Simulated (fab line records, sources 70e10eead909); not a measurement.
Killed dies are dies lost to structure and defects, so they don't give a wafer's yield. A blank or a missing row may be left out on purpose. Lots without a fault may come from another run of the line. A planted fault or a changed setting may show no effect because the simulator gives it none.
Chamber matching | flow nand_harc | NHARC_P_CONTACT_CMP_01 on cmp-04: 4 sister chambers
The step polishes SiO2, target thk 200 nm. 4 wafers are shown with their chamber, then 8 later ones without.

WAFERS WITH THEIR CHAMBER
wafer  | chamber | motor_current_A (A)
L088.5 | 3       | 12.7
L091.5 | 1       | 12.5
L091.6 | 2       | 11.0
L092.3 | 0       | 11.0

WAFERS WITHOUT THEIR CHAMBER
wafer  | motor_current_A (A)
L092.4 | 13.2
L092.6 | 10.5
L094.4 | 12.4
L094.5 | 12.6
L094.6 | 11.2
L096.1 | 12.7
L096.2 | 10.5
L096.4 | 10.9

WHICH CHAMBER EACH WENT THROUGH
wafer  | from the rows above     | in truth
L092.4 | can't be placed: 3 or 1 | 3
L092.6 | can't be placed: 0 or 2 | 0
L094.4 | can't be placed: 1 or 3 | 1
L094.5 | can't be placed: 1 or 3 | 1
L094.6 | can't be placed: 0 or 2 | 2
L096.1 | can't be placed: 3 or 1 | 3
L096.2 | can't be placed: 0 or 2 | 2
L096.4 | can't be placed: 0 or 2 | 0
Placed correctly: 0 of 8. Can't be placed from these rows: 8 (the true chamber is among the candidates in 8). Placed wrongly: 0.
How it was worked out, from the rows above alone: a wafer's distance from a chamber is the root of the sum, over the readings, of the square of ((its reading less the chamber's mean) divided by the reading's scatter). The wafer belongs to the nearest chamber; if the next one is less than 2 further off, it can't be placed. A chamber's mean is the mean of its shown wafers. The scatter: with one shown wafer a chamber, the root of the mean of the squares of how far each hidden wafer lies from its nearest shown one.
